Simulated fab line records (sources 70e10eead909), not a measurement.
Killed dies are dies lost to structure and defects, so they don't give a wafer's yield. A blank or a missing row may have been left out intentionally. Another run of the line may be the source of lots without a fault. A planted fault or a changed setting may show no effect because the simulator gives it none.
fab line records    flow nand-harc    part 1 of 2: steps 1 to 29 of 35
[record] lots = 5  wafers = 15  last-day = 24
route steps=1159 shown A_CHANNEL_FILL_D1@515 A_STAIRCASE@519
lots with no fault: from the same line, run without faults
start-h: hours from the record's first day to the start of the lot's first wafer shown    wait-h: hours elapsed since this lot's preceding step    " unchanged from the row above    L1.1+2: one row covering several wafers at once    - no value, or no start was given    * or withheld: withheld    < > ~ a bound
route shown NAME@n: NAME is a module with steps in the file, n the number in the route of the first one    usual: average and standard deviation across the fault-free wafers    same: alike in all rows    chamber/n: place in a boat    sites: each site's reading    _std_site: the values' standard deviation    _edge_site: mean of outer sites minus mean of inner sites    radius-mm: for every site, how far away it sits from the centre of the wafer    mask NAME#n: copy n    behind: tool/chamber where the wafer was last shaped    hold: what put the lot on hold/how long, in hours/how the hold closed    device: transistor that didn't switch, given as n, p or np    end of line: tests run on the same wafers once the route is complete    step lacking rows: just its recipe    killed: at the first sort, the dies lost to defects and structure; wafer yield is something else    map: the dies of a wafer, with x for killed, . for not killed, _ for no die there
set.NAME: the setting as run; set.NAME@STEP: as run at that earlier step    model.NAME: the simulator's own value behind a step, which no gauge read
lots at selected steps of the route; one table per step, one row per wafer
services: from which hour (start-h, from the record's first day; less than 0 if before it) a tool's chamber was out of use, for how many hours, and why
[[steps]]
[step NHARC_A_CHANNEL_FILL_D1_SRD_12]
lot.wafer   tool          chamber  start-h  wait-h
L082.4+3+5  wet-bench-05  5,7,1    279.25   0.0
L084.4+2+3  wet-bench-02  3,4,5    295.34   0.1
L089.1+6+2  wet-bench-02  2,3,4    327.78   0.0
L088.4+1+3  wet-bench-01  7,0,1    327.94   0.1
L094.2+4+6  wet-bench-01  7,0,3    352.60   0.0
[step NHARC_A_CHANNEL_FILL_D1_RTA_24]
[recipe] temp-c = 1000  time-s = 5
[usual] lamp-power-pct = 32.0/1.3  lamp_zone_3_pct = 32.0/1.3  lamp_zone_4_pct = 32.0/1.3  lamp_zone_6_pct = 32.0/1.3  lamp_zone_7_pct = 32.6/1.4  wafer_temp_C_max = 1005.0/1.4
lot.wafer  tool           chamber  start-h  wait-h  lamp-power-pct  lamp_zone_3_pct  lamp_zone_4_pct  lamp_zone_6_pct  lamp_zone_7_pct  wafer_temp_C_max
L082.3     rtp-anneal-01  0        279.43   0.1     33.0            33.0             33.1             33.0             33.6             1004.6
L082.4     "              0        "        "       33.0            33.1             33.1             33.0             33.6             1006.0
L082.5     "              0        "        "       33.0            33.1             33.1             33.0             33.5             1003.8
L084.2     rtp-anneal-01  0        295.47   0.1     33.1            33.1             33.0             33.0             33.6             1005.6
L084.3     "              0        "        "       33.1            33.1             33.1             33.0             33.6             1005.6
L084.4     "              0        "        "       33.0            33.1             33.1             33.0             33.6             1007.9
L089.1     rtp-anneal-01  0        327.90   0.0     33.1            33.1             33.1             33.0             33.6             1005.0
L089.2     "              0        "        "       33.1            33.1             33.0             33.0             33.7             1006.9
L089.6     "              0        "        "       33.0            33.1             33.1             33.0             33.6             1004.1
L088.1     rtp-anneal-02  0        328.05   0.0     30.3            30.3             30.3             30.2             30.8             1003.5
L088.3     "              0        "        "       30.3            30.3             30.3             30.3             30.8             1003.5
L088.4     "              0        "        "       30.3            30.3             30.4             30.2             30.8             1004.2
L094.2     rtp-anneal-01  0        352.74   0.1     33.1            33.0             33.1             33.0             33.6             1004.6
L094.4     "              0        "        "       33.1            33.1             33.1             33.0             33.6             1005.0
L094.6     "              0        "        "       33.0            33.1             33.1             33.1             33.6             1005.6
[step NHARC_A_CHANNEL_FILL_D1_INSPECT_13]
[usual] raw-defect-count = 320/120
lot.wafer  tool               chamber  start-h  wait-h  raw-defect-count
L082.3     defect-inspect-01  -        279.57   0.1     465
L082.4     "                  -        "        "       291
L082.5     "                  -        "        "       366
L084.2     defect-inspect-02  -        295.64   0.1     591
L084.3     "                  -        "        "       590
L084.4     "                  -        "        "       262
L089.1     defect-inspect-02  -        328.10   0.2     274
L089.2     "                  -        "        "       232
L089.6     "                  -        "        "       192
L088.1     defect-inspect-01  -        328.25   0.2     286
L088.3     "                  -        "        "       373
L088.4     "                  -        "        "       446
L094.2     defect-inspect-01  -        352.92   0.1     323
L094.4     "                  -        "        "       377
L094.6     "                  -        "        "       358
[step NHARC_A_STAIRCASE_DEP_156]
[recipe] target-thk-a = 500  temp-c = 400  target-thk-nm = 50  flow-sccm = 200  rf-w = 450  material = SiNx
[usual] heater-power-w = 694/100
lot.wafer  tool      chamber  start-h  wait-h  heater-power-w
L082.3     pecvd-03  1        279.87   0.3     852
L082.5     "         0        "        "       668
L082.4     "         1        "        "       824
L084.2     pecvd-01  2        296.05   0.4     661
L084.3     "         1        "        "       582
L084.4     "         0        "        "       571
L089.2     pecvd-01  1        328.19   0.1     667
L089.1     "         2        "        "       717
L089.6     "         0        "        "       705
L088.3     pecvd-01  2        328.61   0.4     605
L088.1     "         0        "        "       582
L088.4     "         1        "        "       575
L094.2     pecvd-04  1        353.03   0.1     885
L094.4     "         1        "        "       886
L094.6     "         2        "        "       610
[step NHARC_A_STAIRCASE_DEHYDRATE_158]
[recipe] temp-c = 150  time-s = 120
lot.wafer   tool            chamber  start-h  wait-h
L082.3+4+5  litho-track-07  0        280.11   0.2
L084.2+3+4  litho-track-05  0        296.32   0.2
L089.1+2+6  litho-track-07  0        328.44   0.2
L088.1+3+4  litho-track-05  0        328.88   0.2
L094.2+4+6  litho-track-02  0        353.34   0.3
[step NHARC_A_STAIRCASE_HMDS_159]
[recipe] time-s = 30
lot.wafer   tool            chamber  start-h  wait-h
L082.3+4+5  litho-track-07  0        -        -
L084.2+3+4  litho-track-05  0        -        -
L089.1+2+6  litho-track-07  0        -        -
L088.1+3+4  litho-track-05  0        -        -
L094.2+4+6  litho-track-02  0        -        -
[step NHARC_A_STAIRCASE_COAT_160]
[recipe] spin-rpm = 1200
lot.wafer   tool            chamber  start-h  wait-h
L082.3+4+5  litho-track-07  0        -        -
L084.2+3+4  litho-track-05  0        -        -
L089.1+2+6  litho-track-07  0        -        -
L088.1+3+4  litho-track-05  0        -        -
L094.2+4+6  litho-track-02  0        -        -
[step NHARC_A_STAIRCASE_SOFTBAKE_161]
[recipe] temp-c = 135  time-s = 170
lot.wafer   tool            chamber  start-h  wait-h
L082.3+4+5  litho-track-07  0        -        -
L084.2+3+4  litho-track-05  0        -        -
L089.1+2+6  litho-track-07  0        -        -
L088.1+3+4  litho-track-05  0        -        -
L094.2+4+6  litho-track-02  0        -        -
[step NHARC_A_STAIRCASE_EBR_162]
lot.wafer   tool            chamber  start-h  wait-h
L082.3+4+5  litho-track-07  0        -        -
L084.2+3+4  litho-track-05  0        -        -
L089.1+2+6  litho-track-07  0        -        -
L088.1+3+4  litho-track-05  0        -        -
L094.2+4+6  litho-track-02  0        -        -
[step NHARC_A_STAIRCASE_EXPOSE_163]
[recipe] na = 0.5  dose-mj = 20.01  mask-id = STAIR_OPEN
[usual] focus-offset-nm = -0.1/0.55
lot.wafer  tool            chamber  start-h  wait-h  mask          focus-offset-nm
L082.3     krf-scanner-02  0        280.33   -       STAIR_OPEN#0  -0.6
L082.4     "               0        "        "       STAIR_OPEN#0  0.0
L082.5     "               0        "        "       STAIR_OPEN#0  -0.1
L084.2     krf-scanner-02  0        296.66   -       STAIR_OPEN#0  1.0
L084.3     "               0        "        "       STAIR_OPEN#0  0.9
L084.4     "               0        "        "       STAIR_OPEN#0  -0.8
L089.1     krf-scanner-01  0        328.78   -       STAIR_OPEN#0  -0.9
L089.2     "               0        "        "       STAIR_OPEN#0  -0.9
L089.6     "               0        "        "       STAIR_OPEN#0  -0.9
L088.1     krf-scanner-03  0        329.21   -       STAIR_OPEN#0  -0.2
L088.3     "               0        "        "       STAIR_OPEN#0  -0.2
L088.4     "               0        "        "       STAIR_OPEN#0  -0.6
L094.2     krf-scanner-02  0        353.55   -       STAIR_OPEN#0  0.1
L094.4     "               0        "        "       STAIR_OPEN#0  1.1
L094.6     "               0        "        "       STAIR_OPEN#0  0.5
[step NHARC_A_STAIRCASE_PEB_164]
[recipe] peb-temp-c = 115  peb-time-s = 130
lot.wafer   tool            chamber  start-h  wait-h
L082.3+4+5  litho-track-02  0        280.39   0.0
L084.2+3+4  litho-track-02  0        296.72   0.1
L089.1+2+6  litho-track-02  0        328.85   0.1
L088.1+3+4  litho-track-05  0        329.28   0.1
L094.2+4+6  litho-track-02  0        353.62   0.1
[step NHARC_A_STAIRCASE_DEVELOP_165]
[recipe] time-s = 140
lot.wafer   tool            chamber  start-h  wait-h
L082.3+4+5  litho-track-02  0        -        -
L084.2+3+4  litho-track-02  0        -        -
L089.1+2+6  litho-track-02  0        -        -
L088.1+3+4  litho-track-05  0        -        -
L094.2+4+6  litho-track-02  0        -        -
[step NHARC_A_STAIRCASE_HARDBAKE_167]
[recipe] temp-c = 120  time-s = 140
lot.wafer   tool            chamber  start-h  wait-h
L082.3+4+5  litho-track-07  0        280.61   -
L084.2+3+4  litho-track-05  0        296.94   -
L089.1+2+6  litho-track-05  0        329.06   -
L088.1+3+4  litho-track-07  0        329.50   -
L094.2+4+6  litho-track-05  0        353.84   -
[step NHARC_A_STAIRCASE_DESCUM_168]
[recipe] time-s = 3  o2-flow-sccm = 200  ar-flow-sccm = 0  bias-power-w = 0  chemistry = O2
[usual] drypump-motor-current-A = 5.7/0.65  o2-flow-sccm = 199.9/0.61  oes-product-au = 1.004/0.011  rf-vpp-V = 57.7/0.92  showerhead-plenum-p-Torr = 1.88/0.09  throttle-valve-pct = 11.311/0.0098
lot.wafer  tool         chamber  start-h  wait-h  drypump-motor-current-A  o2-flow-sccm  oes-product-au  rf-hours-counter-h  rf-vpp-V  showerhead-plenum-p-Torr  throttle-valve-pct
L082.4     rie-diel-07  1        280.71   -       6.3                      200.3         1.005           19                  56.9      1.98                      11.309
L082.3     "            3        "        "       5.4                      198.9         0.999           18                  59.0      2.05                      11.325
L082.5     "            0        "        "       5.3                      199.2         1.016           -                   58.5      1.78                      11.305
L084.4     rie-diel-07  3        297.03   -       5.4                      200.4         0.987           24                  57.4      2.05                      11.313
L084.2     "            0        "        "       5.3                      199.0         1.019           23                  56.8      1.78                      11.300
L084.3     "            1        "        "       6.4                      199.7         1.009           23                  58.1      1.98                      11.299
L089.2     rie-diel-01  0        329.16   -       6.6                      200.1         1.007           1                   57.9      1.79                      11.306
L089.1     "            2        "        "       5.7                      200.1         1.014           1                   58.6      1.83                      11.320
L089.6     "            3        "        "       4.8                      198.7         1.002           -                   57.1      1.84                      11.308
L088.3     rie-diel-07  3        329.61   -       5.4                      199.2         1.000           33                  57.6      2.05                      11.316
L088.1     "            0        "        "       5.3                      200.6         1.027           31                  56.4      1.78                      11.325
L088.4     "            1        "        "       6.4                      198.6         1.008           30                  57.3      1.97                      11.320
L094.4     rie-diel-01  1        353.93   -       5.2                      199.0         1.019           10                  58.9      1.95                      11.310
L094.2     "            0        "        "       6.6                      200.0         1.007           11                  57.5      1.79                      11.320
L094.6     "            1        "        "       5.2                      199.0         1.018           -                   57.8      1.95                      11.331
[step NHARC_A_STAIRCASE_ETCH_169]
[recipe] target-depth-a = 500  time-s = 107.1  ion-energy-ev = 120  ch3f-flow-sccm = 50  o2-flow-sccm = 30  ar-flow-sccm = 200  rf-w = 500  bias-w = 100  chemistry = CH3F/O2
[usual] drypump-motor-current-A = 5.7/0.65  o2-flow-sccm = 29.99/0.083  oes-product-au = 0.958/0.021  rf-vpp-V = 243.8/1.8  showerhead-plenum-p-Torr = 2.43/0.11  throttle-valve-pct = 20.663/0.008
lot.wafer  tool         chamber  start-h  wait-h  drypump-motor-current-A  o2-flow-sccm  oes-product-au  rf-hours-counter-h  rf-vpp-V  showerhead-plenum-p-Torr  throttle-valve-pct
L082.3     rie-diel-07  2        280.81   0.1     6.8                      29.94         0.971           13                  243.5     2.42                      20.669
L082.4     "            3        "        "       5.4                      29.89         0.980           18                  246.3     2.63                      20.659
L082.5     "            0        "        "       5.3                      30.07         0.968           -                   241.1     2.29                      20.674
L084.2     rie-diel-07  2        297.12   0.1     6.7                      29.82         0.966           18                  244.2     2.42                      20.672
L084.4     "            3        "        "       5.4                      29.93         0.963           24                  246.5     2.63                      20.654
L084.3     "            1        "        "       6.4                      29.95         0.990           23                  244.6     2.54                      20.648
L089.2     rie-diel-01  1        329.26   0.1     5.2                      30.02         0.984           1                   245.1     2.50                      20.670
L089.1     "            2        "        "       5.7                      30.09         0.989           1                   242.6     2.36                      20.665
L089.6     "            3        "        "       4.9                      30.07         0.968           -                   244.1     2.37                      20.670
L088.4     rie-diel-07  2        329.68   0.1     6.8                      30.04         0.954           26                  244.3     2.42                      20.664
L088.1     "            3        "        "       5.4                      29.99         0.960           33                  246.8     2.63                      20.664
L088.3     "            0        "        "       5.3                      29.89         0.997           31                  241.6     2.29                      20.657
L094.4     rie-diel-01  2        354.07   0.1     5.7                      30.00         0.963           8                   244.6     2.36                      20.665
L094.2     "            0        "        "       6.6                      30.04         0.949           11                  240.9     2.30                      20.660
L094.6     "            1        "        "       5.2                      29.96         0.947           -                   244.4     2.50                      20.664
[step NHARC_A_STAIRCASE_ETCH_170]
[recipe] target-depth-a = 2000  time-s = 66.667  ion-energy-ev = 250  c4f6-flow-sccm = 25  o2-flow-sccm = 20  ar-flow-sccm = 500  rf-w = 600  bias-w = 500  chemistry = C4F6/O2
[usual] drypump-motor-current-A = 5.8/0.64  o2-flow-sccm = 20.00/0.059  oes-product-au = 0.978/0.018  rf-vpp-V = 546/3.6  showerhead-plenum-p-Torr = 3.87/0.17  throttle-valve-pct = 26.902/0.0087
lot.wafer  tool         chamber  start-h  wait-h  drypump-motor-current-A  o2-flow-sccm  oes-product-au  rf-hours-counter-h  rf-vpp-V  showerhead-plenum-p-Torr  throttle-valve-pct
L082.4     rie-diel-07  0        -        -       5.3                      20.03         0.978           18                  542       3.67                      26.901
L082.3     "            2        "        "       6.8                      20.00         0.973           13                  545       3.87                      26.895
L082.5     "            3        "        "       5.4                      19.94         0.978           -                   553       4.18                      26.907
L084.3     rie-diel-07  2        -        -       6.8                      20.00         0.975           18                  546       3.87                      26.904
L084.4     "            3        "        "       5.4                      20.01         0.960           24                  552       4.18                      26.888
L084.2     "            0        "        "       5.3                      19.96         0.990           23                  542       3.67                      26.906
L089.1     rie-diel-01  2        -        -       5.7                      19.98         0.995           1                   545       3.78                      26.916
L089.2     "            3        "        "       4.9                      19.99         0.978           1                   545       3.79                      26.899
L089.6     "            2        "        "       5.7                      19.93         1.007           -                   544       3.78                      26.907
L088.4     rie-diel-07  2        -        -       6.8                      20.00         0.975           26                  546       3.87                      26.911
L088.1     "            3        "        "       5.5                      19.93         0.966           33                  551       4.17                      26.918
L088.3     "            1        "        "       6.3                      20.03         0.973           30                  550       4.04                      26.917
L094.2     rie-diel-01  1        -        -       5.3                      19.90         0.981           10                  549       3.99                      26.905
L094.4     "            2        "        "       5.7                      19.90         1.001           8                   544       3.77                      26.899
L094.6     "            1        "        "       5.2                      19.93         0.984           -                   547       3.99                      26.894
[step NHARC_A_STAIRCASE_STRIP_171]
[recipe] power-w = 1500  temp-c = 250  chemistry = O2
[usual] drypump-motor-current-A = 5.7/0.41  heater-power-w = 314/48
lot.wafer  tool             chamber  start-h  wait-h  drypump-motor-current-A  heater-power-w  rf-hours-counter-h
L082.3     plasma-asher-02  1        281.11   -       5.4                      337             -
L082.4     "                0        "        "       6.4                      373             -
L082.5     "                0        "        "       6.4                      386             -
L084.2     plasma-asher-02  0        297.44   -       6.4                      388             38
L084.3     "                1        "        "       5.4                      327             -
L084.4     "                0        "        "       6.4                      366             -
L089.2     plasma-asher-02  1        329.52   -       5.4                      338             48
L089.1     "                0        "        "       6.4                      383             48
L089.6     "                1        "        "       5.4                      335             -
L088.1     plasma-asher-01  0        329.92   -       5.6                      240             14
L088.3     "                0        "        "       5.6                      247             -
L088.4     "                1        "        "       5.3                      287             -
L094.2     plasma-asher-01  1        354.34   -       5.3                      295             22
L094.4     "                1        "        "       5.3                      289             -
L094.6     "                1        "        "       5.3                      290             -
[step NHARC_A_STAIRCASE_STRIP_172]
[recipe] time-s = 900  temp-c = 130  chemistry = SPM
lot.wafer   tool          chamber  start-h  wait-h
L082.5+4+3  wet-bench-06  3,6,7    281.38   0.1
L084.2+3+4  wet-bench-09  0,3,4    297.74   0.3
L089.6+1+2  wet-bench-09  5,6,0    329.87   0.1
L088.4+3+1  wet-bench-06  1,3,6    330.28   0.2
L094.6+2+4  wet-bench-09  7,0,1    354.64   0.1
[step NHARC_A_STAIRCASE_PRECLEAN_173]
[recipe] time-s = *  temp-c = 50  bath-age-min = 0  chemistry = SC1
[usual] h2o2-flow-mL-min = 56.64/0.17
lot.wafer  tool          chamber  start-h  wait-h  h2o2-flow-mL-min
L082.5     wet-bench-06  3        -        -       57.10
L082.4     "             6        "        "       56.75
L082.3     "             7        "        "       56.52
L084.2     wet-bench-09  0        -        -       56.99
L084.3     "             3        "        "       56.52
L084.4     "             4        "        "       56.39
L089.6     wet-bench-09  5        -        -       56.59
L089.1     "             6        "        "       56.45
L089.2     "             0        "        "       56.63
L088.4     wet-bench-06  1        -        -       56.82
L088.3     "             3        "        "       56.57
L088.1     "             6        "        "       56.50
L094.6     wet-bench-09  7        -        -       56.37
L094.2     "             0        "        "       56.84
L094.4     "             1        "        "       56.45
[step NHARC_A_STAIRCASE_SRD_174]
lot.wafer   tool          chamber  start-h  wait-h
L082.5+4+3  wet-bench-06  3,6,7    -        -
L084.2+3+4  wet-bench-09  0,3,4    -        -
L089.6+1+2  wet-bench-09  5,6,0    -        -
L088.4+3+1  wet-bench-06  1,3,6    -        -
L094.6+2+4  wet-bench-09  7,0,1    -        -
[step NHARC_A_STAIRCASE_DEHYDRATE_01]
[recipe] temp-c = 150  time-s = 120
lot.wafer   tool            chamber  start-h  wait-h
L082.3+4+5  litho-track-05  0        281.82   -
L084.2+3+4  litho-track-07  0        298.19   -
L089.1+2+6  litho-track-02  0        330.34   -
L088.1+3+4  litho-track-07  0        330.74   -
L094.2+4+6  litho-track-07  0        355.10   -
[step NHARC_A_STAIRCASE_HMDS_02]
[recipe] time-s = 30
lot.wafer   tool            chamber  start-h  wait-h
L082.3+4+5  litho-track-05  0        -        -
L084.2+3+4  litho-track-07  0        -        -
L089.1+2+6  litho-track-02  0        -        -
L088.1+3+4  litho-track-07  0        -        -
L094.2+4+6  litho-track-07  0        -        -
[step NHARC_A_STAIRCASE_COAT_03]
[recipe] spin-rpm = 1200
lot.wafer   tool            chamber  start-h  wait-h
L082.3+4+5  litho-track-05  0        -        -
L084.2+3+4  litho-track-07  0        -        -
L089.1+2+6  litho-track-02  0        -        -
L088.1+3+4  litho-track-07  0        -        -
L094.2+4+6  litho-track-07  0        -        -
[step NHARC_A_STAIRCASE_SOFTBAKE_04]
[recipe] temp-c = 135  time-s = 170
lot.wafer   tool            chamber  start-h  wait-h
L082.3+4+5  litho-track-05  0        -        -
L084.2+3+4  litho-track-07  0        -        -
L089.1+2+6  litho-track-02  0        -        -
L088.1+3+4  litho-track-07  0        -        -
L094.2+4+6  litho-track-07  0        -        -
[step NHARC_A_STAIRCASE_EBR_05]
lot.wafer   tool            chamber  start-h  wait-h
L082.3+4+5  litho-track-05  0        -        -
L084.2+3+4  litho-track-07  0        -        -
L089.1+2+6  litho-track-02  0        -        -
L088.1+3+4  litho-track-07  0        -        -
L094.2+4+6  litho-track-07  0        -        -
[step NHARC_A_STAIRCASE_EXPOSE_06]
[recipe] na = 0.5  dose-mj = 25.43  mask-id = STAIR
[usual] focus-offset-nm = -0.2/0.59
lot.wafer  tool            chamber  start-h  wait-h  mask     focus-offset-nm
L082.3     krf-scanner-02  0        282.17   -       STAIR#0  -0.4
L082.4     "               0        "        "       STAIR#0  -0.3
L082.5     "               0        "        "       STAIR#0  0.4
L084.2     krf-scanner-03  0        298.40   -       STAIR#0  0.0
L084.3     "               0        "        "       STAIR#0  0.0
L084.4     "               0        "        "       STAIR#0  0.5
L089.1     krf-scanner-02  0        330.67   -       STAIR#0  -0.5
L089.2     "               0        "        "       STAIR#0  -1.1
L089.6     "               0        "        "       STAIR#0  -1.2
L088.1     krf-scanner-01  0        331.07   -       STAIR#0  -1.2
L088.3     "               0        "        "       STAIR#0  -0.8
L088.4     "               0        "        "       STAIR#0  -1.1
L094.2     krf-scanner-03  0        355.45   -       STAIR#0  0.8
L094.4     "               0        "        "       STAIR#0  -0.3
L094.6     "               0        "        "       STAIR#0  -0.1
[step NHARC_A_STAIRCASE_PEB_07]
[recipe] peb-temp-c = 115  peb-time-s = 130
lot.wafer   tool            chamber  start-h  wait-h
L082.3+4+5  litho-track-05  0        282.23   0.1
L084.2+3+4  litho-track-07  0        298.47   0.1
L089.1+2+6  litho-track-05  0        330.75   0.1
L088.1+3+4  litho-track-07  0        331.14   0.1
L094.2+4+6  litho-track-02  0        355.52   0.1
[step NHARC_A_STAIRCASE_DEVELOP_08]
[recipe] time-s = 140
lot.wafer   tool            chamber  start-h  wait-h
L082.3+4+5  litho-track-05  0        -        -
L084.2+3+4  litho-track-07  0        -        -
L089.1+2+6  litho-track-05  0        -        -
L088.1+3+4  litho-track-07  0        -        -
L094.2+4+6  litho-track-02  0        -        -
[step NHARC_A_STAIRCASE_HARDBAKE_10]
[recipe] temp-c = 120  time-s = 140
lot.wafer   tool            chamber  start-h  wait-h
L082.3+4+5  litho-track-07  0        282.45   -
L084.2+3+4  litho-track-05  0        298.69   -
L089.1+2+6  litho-track-05  0        330.97   -
L088.1+3+4  litho-track-07  0        331.36   -
L094.2+4+6  litho-track-02  0        355.76   -
